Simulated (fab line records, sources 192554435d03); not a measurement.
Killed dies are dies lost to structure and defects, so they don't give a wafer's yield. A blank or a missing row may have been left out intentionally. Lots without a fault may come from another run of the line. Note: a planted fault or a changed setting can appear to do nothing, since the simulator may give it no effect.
Which tool did it? || flow n5_finfet || 24 lots, 72 wafers sampled, at 2 steps of a route of 1938

## WHAT EACH GAUGE READ, for each wafer
N5_BEOL_M6_INSPECT_58: inspects for defects (darkfield).
{"lot": "L075", "measured": "day 10 09:05", "on": "defect_inspect-01", "raw_defect_count": "51 68 60"}
{"lot": "L074", "measured": "day 10 09:08", "on": "defect_inspect-01", "raw_defect_count": "100 85 82"}
{"lot": "L078", "measured": "day 10 13:07", "on": "defect_inspect-02", "raw_defect_count": "37 56 55"}
{"lot": "L077", "measured": "day 10 17:45", "on": "defect_inspect-02", "raw_defect_count": "91 55 65"}
{"lot": "L076", "measured": "day 11 00:57", "on": "defect_inspect-01", "raw_defect_count": "55 93 79"}
{"lot": "L080", "measured": "day 11 05:20", "on": "defect_inspect-01", "raw_defect_count": "91 104 55"}
{"lot": "L079", "measured": "day 11 07:10", "on": "defect_inspect-02", "raw_defect_count": "84 92 71"}
{"lot": "L081", "measured": "day 11 17:48", "on": "defect_inspect-01", "raw_defect_count": "101 77 56"}
{"lot": "L082", "measured": "day 12 00:50", "on": "defect_inspect-01", "raw_defect_count": "91 50 69"}
{"lot": "L083", "measured": "day 12 09:03", "on": "defect_inspect-02", "raw_defect_count": "80 44 75"}
{"lot": "L085", "measured": "day 12 12:17", "on": "defect_inspect-02", "raw_defect_count": "63 51 49"}
{"lot": "L086", "measured": "day 12 17:29", "on": "defect_inspect-02", "raw_defect_count": "80 63 54"}
{"lot": "L084", "measured": "day 12 17:46", "on": "defect_inspect-02", "raw_defect_count": "51 73 64"}
{"lot": "L087", "measured": "day 13 07:01", "on": "defect_inspect-01", "raw_defect_count": "47 87 50"}
{"lot": "L088", "measured": "day 13 16:43", "on": "defect_inspect-01", "raw_defect_count": "40 41 60"}
{"lot": "L089", "measured": "day 14 03:46", "on": "defect_inspect-01", "raw_defect_count": "75 67 50"}
{"lot": "L090", "measured": "day 14 06:17", "on": "defect_inspect-01", "raw_defect_count": "58 40 91"}
{"lot": "L091", "measured": "day 14 06:50", "on": "defect_inspect-02", "raw_defect_count": "105 55 72"}
{"lot": "L093", "measured": "day 14 07:46", "on": "defect_inspect-01", "raw_defect_count": "49 64 68"}
{"lot": "L092", "measured": "day 14 13:01", "on": "defect_inspect-01", "raw_defect_count": "47 39 19"}
{"lot": "L094", "measured": "day 15 19:02", "on": "defect_inspect-02", "raw_defect_count": "61 38 88"}
{"lot": "L096", "measured": "day 15 19:35", "on": "defect_inspect-02", "raw_defect_count": "65 39 60"}
{"lot": "L095", "measured": "day 15 21:05", "on": "defect_inspect-01", "raw_defect_count": "164 110 102"}
{"lot": "L097", "measured": "day 16 00:29", "on": "defect_inspect-02", "raw_defect_count": "120 85 100"}

## EACH LOT AND THE TOOL THAT RAN IT (in order: tool; ch and the chambers of the sampled wafers; start)
{"lot": "L075", "N5_BEOL_M6_DEGAS_44": "pvd_sputter-03, day 10 06:56"}
{"lot": "L074", "N5_BEOL_M6_DEGAS_44": "pvd_sputter-03, day 10 07:01"}
{"lot": "L078", "N5_BEOL_M6_DEGAS_44": "pvd_sputter-01, day 10 10:59"}
{"lot": "L077", "N5_BEOL_M6_DEGAS_44": "pvd_sputter-02, day 10 16:10"}
{"lot": "L076", "N5_BEOL_M6_DEGAS_44": "pvd_sputter-02, day 10 23:00"}
{"lot": "L080", "N5_BEOL_M6_DEGAS_44": "pvd_sputter-01, day 11 03:29"}
{"lot": "L079", "N5_BEOL_M6_DEGAS_44": "pvd_sputter-03, day 11 03:36"}
{"lot": "L081", "N5_BEOL_M6_DEGAS_44": "pvd_sputter-03, day 11 16:12"}
{"lot": "L082", "N5_BEOL_M6_DEGAS_44": "pvd_sputter-02, day 11 21:28"}
{"lot": "L083", "N5_BEOL_M6_DEGAS_44": "pvd_sputter-01, day 12 07:07"}
{"lot": "L085", "N5_BEOL_M6_DEGAS_44": "pvd_sputter-02, day 12 10:16"}
{"lot": "L086", "N5_BEOL_M6_DEGAS_44": "pvd_sputter-03, day 12 14:56"}
{"lot": "L084", "N5_BEOL_M6_DEGAS_44": "pvd_sputter-03, day 12 15:01"}
{"lot": "L087", "N5_BEOL_M6_DEGAS_44": "pvd_sputter-02, day 13 05:06"}
{"lot": "L088", "N5_BEOL_M6_DEGAS_44": "pvd_sputter-03, day 13 12:04"}
{"lot": "L089", "N5_BEOL_M6_DEGAS_44": "pvd_sputter-02, day 13 23:02"}
{"lot": "L090", "N5_BEOL_M6_DEGAS_44": "pvd_sputter-02, day 14 01:30"}
{"lot": "L091", "N5_BEOL_M6_DEGAS_44": "pvd_sputter-03, day 14 02:27"}
{"lot": "L093", "N5_BEOL_M6_DEGAS_44": "pvd_sputter-02, day 14 05:35"}
{"lot": "L092", "N5_BEOL_M6_DEGAS_44": "pvd_sputter-01, day 14 11:01"}
{"lot": "L094", "N5_BEOL_M6_DEGAS_44": "pvd_sputter-03, day 15 16:59"}
{"lot": "L096", "N5_BEOL_M6_DEGAS_44": "pvd_sputter-03, day 15 17:26"}
{"lot": "L095", "N5_BEOL_M6_DEGAS_44": "pvd_sputter-01, day 15 19:32"}
{"lot": "L097", "N5_BEOL_M6_DEGAS_44": "pvd_sputter-03, day 15 21:48"}
- N5_BEOL_M6_DEGAS_44: time 60 s.

## WHAT THE TOOLS THEMSELVES READ (means of the sampled wafers that have a number; where no wafer has one, the mark that the record gives instead)
N5_BEOL_M6_DEGAS_44.
{"lot": "L075", "tool": "pvd_sputter-03", "heater_power_w (W)": 344}
{"lot": "L074", "tool": "pvd_sputter-03", "heater_power_w (W)": 354}
{"lot": "L078", "tool": "pvd_sputter-01", "heater_power_w (W)": 337}
{"lot": "L077", "tool": "pvd_sputter-02", "heater_power_w (W)": 352}
{"lot": "L076", "tool": "pvd_sputter-02", "heater_power_w (W)": 352}
{"lot": "L080", "tool": "pvd_sputter-01", "heater_power_w (W)": 323}
{"lot": "L079", "tool": "pvd_sputter-03", "heater_power_w (W)": 312}
{"lot": "L081", "tool": "pvd_sputter-03", "heater_power_w (W)": 355}
{"lot": "L082", "tool": "pvd_sputter-02", "heater_power_w (W)": 329}
{"lot": "L083", "tool": "pvd_sputter-01", "heater_power_w (W)": 325}
{"lot": "L085", "tool": "pvd_sputter-02", "heater_power_w (W)": 388}
{"lot": "L086", "tool": "pvd_sputter-03", "heater_power_w (W)": 372}
{"lot": "L084", "tool": "pvd_sputter-03", "heater_power_w (W)": 343}
{"lot": "L087", "tool": "pvd_sputter-02", "heater_power_w (W)": 354}
{"lot": "L088", "tool": "pvd_sputter-03", "heater_power_w (W)": 340}
{"lot": "L089", "tool": "pvd_sputter-02", "heater_power_w (W)": 350}
{"lot": "L090", "tool": "pvd_sputter-02", "heater_power_w (W)": 371}
{"lot": "L091", "tool": "pvd_sputter-03", "heater_power_w (W)": 355}
{"lot": "L093", "tool": "pvd_sputter-02", "heater_power_w (W)": 342}
{"lot": "L092", "tool": "pvd_sputter-01", "heater_power_w (W)": 318}
{"lot": "L094", "tool": "pvd_sputter-03", "heater_power_w (W)": 346}
{"lot": "L096", "tool": "pvd_sputter-03", "heater_power_w (W)": 354}
{"lot": "L095", "tool": "pvd_sputter-01", "heater_power_w (W)": 316}
{"lot": "L097", "tool": "pvd_sputter-03", "heater_power_w (W)": 373}

## THE ANSWER, worked out from the rows above alone
Rule: usual is defined by the lots themselves. The widest of any qualifying gaps counts: lots, ordered by their means at a reading, are off when they make up no more than a third of the lots, leave a main group of 4 or more, and stand apart from it by 3 or more times the standard deviation of that group's means. If all means in a main group match to the digits the tables above print for the reading, that group is not used. Also off: a lot with no number at a reading for which 4 or more lots have one. The other lots that the step has rows for count as sound. First the gauges in route order, then the tools' own readings, where a lot's mean is used as printed above. At the first step where some lot is off, the reading lying furthest off is the one used; lots without a number count as furthest.
No lot is off on any of the readings shown, so nothing can be concluded from this.

## WHAT THE SIMULATOR HAD PUT IN
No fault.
